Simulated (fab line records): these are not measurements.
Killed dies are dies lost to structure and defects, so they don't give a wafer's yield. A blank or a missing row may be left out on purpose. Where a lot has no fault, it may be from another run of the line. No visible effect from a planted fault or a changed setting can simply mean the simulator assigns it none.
Split-lot experiment	flow n5_finfet	route with 1938 steps; 7 lots, 21 wafers read

THE SPLIT ITSELF
At N5_BEOL_M0_SAQP_EXPOSE_11 (exposes mask M0 CORE, target cd 42 nm), the setting dose_mj was moved away from the recipe's 55 on 6 of the 21 wafers read, by -1.9% to +3.4%. All remaining wafers had this setting at the recipe value.

FROM THE SPLIT TO THE READING: what the file shows between them, 2 steps
- N5_BEOL_M0_SAQP_PEB_12: peb time 60 s
- N5_BEOL_M0_SAQP_DEVELOP_13: develop time 30 s

THE READING
cd_nm at N5_BEOL_M0_SAQP_CD_MEAS_14, given in nm (cd target 42.5 nm). A value of 42.55 nm with a standard deviation of 0.29 nm is what fault-free wafers of this fab line usually give.

wafer	tool, chamber at the split	dose_mj as run	against the recipe	cd_nm, nm	against lot-mates on the recipe
L079.1	arfi_scanner-03, 0	55	recipe	42.25	-
L079.2	arfi_scanner-03, 0	56.76	+3.2%	41.57	-0.68
L079.5	arfi_scanner-03, 0	56.76	+3.2%	41.53	-0.72
L081.1	arfi_scanner-02, 0	55	recipe	42.89	-
L081.4	arfi_scanner-02, 0	55	recipe	42.83	-
L081.5	arfi_scanner-02, 0	55	recipe	42.62	-
L082.2	arfi_scanner-01, 0	55	recipe	42.53	-
L082.4	arfi_scanner-01, 0	55	recipe	42.67	-
L082.5	arfi_scanner-01, 0	55	recipe	42.73	-
L086.1	arfi_scanner-01, 0	55	recipe	41.99	-
L086.5	arfi_scanner-01, 0	55	recipe	41.89	-
L086.6	arfi_scanner-01, 0	55	recipe	42.08	-
L087.1	arfi_scanner-01, 0	56.88	+3.4%	41.02	-1.18
L087.2	arfi_scanner-01, 0	55	recipe	42.20	-
L087.5	arfi_scanner-01, 0	56.88	+3.4%	40.93	-1.27
L090.1	arfi_scanner-02, 0	55	recipe	42.29	-
L090.5	arfi_scanner-02, 0	53.94	-1.9%	42.71	+0.42
L090.6	arfi_scanner-02, 0	53.94	-1.9%	42.73	+0.44
L096.2	arfi_scanner-03, 0	55	recipe	42.47	-
L096.5	arfi_scanner-03, 0	55	recipe	42.46	-
L096.6	arfi_scanner-03, 0	55	recipe	42.80	-

THE FIT
A straight line over all 21 wafers: cd_nm changes by -0.318 nm for each +1% of dose_mj; r = -0.85; the points scatter about the line by 0.32 nm.
The same after taking each lot's own level away (the mean of its wafers on the recipe; 21 wafers): -0.28 nm for each +1%; r = -0.95; scatter 0.14 nm.
The reading moves by 0.96 nm for the largest change in dose_mj, on that fit.
Measured against the standard deviation above, the lots' own levels, which go from 41.987 to 42.780 nm, span 2.7 times it.
Hence the slope depends on the lot-to-lot level, as the two fits are not the same.
Check: with one of the wafers moved furthest among these (+3.4%) left out of the fit, the line predicts -0.911 nm for it against its lot-mates. Against them it came out at -1.18 nm.

OTHER SPLITS APPLIED TO THESE WAFERS
These wafers also went through other splits before the reading. Each is held against what the fit with the lots' levels taken away leaves over:
other split on the same wafers	wafers away from the commonest value	r with cd_nm (lot level and that fit taken away)
N5_GATE_CUT_EXPOSE_10 dose_mj	10	-0.03
N5_MOL_CONTACT_COAG_ALD_123 ald_cycles	4	-0.18
N5_MOL_CONTACT_COAG_COAT_76 spin_rpm	6	-0.41
N5_BEOL_M0_SAQP_PECVD_03 time_s	6	+0.13

THE FILE'S OWN FIT
cd_nm changes by -0.283 nm for each +1% of dose_mj, r = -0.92.
